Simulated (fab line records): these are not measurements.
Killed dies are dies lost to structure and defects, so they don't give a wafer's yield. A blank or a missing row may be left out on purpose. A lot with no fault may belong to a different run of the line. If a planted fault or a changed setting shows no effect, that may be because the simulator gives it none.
Comparing a struck lot with a sound one || flow n5-finfet || 12 steps out of a route of 1938
Sound: these wafers, L439.3, L439.4, L439.5. Struck: wafer L437.4 (L437.3, L437.6, from the same lot, were not struck and are left out); the cause is given at the end.
Per side, at each step with rows, come the tool, then ch with its chambers, and then its first start. Under that, the readings that differ: sound wafers || struck wafers || difference of the means || sigmas: that difference in standard deviations of wafers without a fault.
alike: same words and numbers on both sides, and readings whose means sit less than 2 such deviations apart. not compared: any withheld reading, any reading some wafer has no value for, any bound like >300 that may hide the same value, and any number with overlapping values for which the record gives no deviation.
A row with sigmas, a row that says differs or no value, or rows on one side alone: a step with any of these is where the two part. Non-overlapping numbers with no deviation appear without sigmas and do not part them. A reading missing from all wafers of one side parts the sides only when that side holds two or more wafers.

N5_MOL_CONTACT_COAG_SPUTTER_143: material Co, target thk 2.5 nm.
  sound on pvd-sputter-03, day 6 05:32; struck on pvd-sputter-03, day 5 17:07
  alike: throttle-valve-pct
N5_MOL_CONTACT_COAG_CO_FILL_22: material Co, precursor CCTBA/H2, target thk 20 nm.
  sound on cvd-co-02 ch 1,2, day 6 05:40; struck on cvd-co-02 ch 1, day 5 17:14
  alike: heater-power-w
then, 1 step without rows for these wafers: N5_MOL_CONTACT_COAG_ANNEAL_113 (time 300 s).
N5_MOL_CONTACT_COAG_PRE_CLEAN_142: time 60 s.
  sound on pvd-sputter-03, day 6 07:44; struck on pvd-sputter-02, day 5 20:05
  alike: heater-power-w
N5_MOL_CONTACT_COAG_SPUTTER_130: material Co, target thk 47.5 nm.
  sound on pvd-sputter-03, day 6 07:48; struck on pvd-sputter-02, day 5 20:09
  alike: throttle-valve-pct
then, 5 steps without rows for these wafers: N5_MOL_CONTACT_COAG_PRECLEAN_125 (cleans in DIW, time 57.5 s); N5_MOL_CONTACT_COAG_SRD_126 (dry time 32 s); N5_MOL_CONTACT_COAG_CMP_23 (polishes, stops on SiO2, t overpolish 1.5 s, target thk 0 nm); N5_MOL_CONTACT_COAG_WET_ETCH_26 (target Co, target depth 13 nm); N5_MOL_CONTACT_COAG_WET_ETCH_116 (etches the open film in SC1-inhibited, target depth 4.6 nm, rinse time 30 s).
N5_MOL_CONTACT_COAG_ALD_27: deposits SiOC, target thk 17 nm, pulse time 1.5 s, time 2720 s.
  sound on ald-sin-01 ch 2,3, day 6 08:50; struck on ald-sin-02 ch 1, day 5 23:34
{"reading": "run-length-s (s)", "sound": "2769.7 2768.8 2769.1", "struck": 2945.6, "difference": "+176.4", "sigmas": "+99 or more"}
{"reading": "time-s (s)", "sound": "2720 2720 2720", "struck": 2894.4, "difference": "+174.4", "sigmas": ""}
  alike: heater-power-w, precursor-pulse-height-rel
N5_MOL_CONTACT_COAG_CMP_28: polishes, stops on SiNx, t overpolish 0.85 s, target thk 14.522 nm.
  sound on cmp-03 ch 1,3, day 6 10:24; struck on cmp-03 ch 0, day 6 01:08
  alike: motor-current-A, retaining-ring-pressure-frac, time-to-endpoint-s

## WHERE THEY PART
At N5_MOL_CONTACT_COAG_ALD_27 and nowhere else, as far as this record goes. Later steps at which nothing parts them and some readings are alike: N5_MOL_CONTACT_COAG_CMP_28.

WHY: what had been put in by the simulator
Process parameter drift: ald-sin-02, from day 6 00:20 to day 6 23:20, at N5_MOL_CONTACT_COAG_ALD_27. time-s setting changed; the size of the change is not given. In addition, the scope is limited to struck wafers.
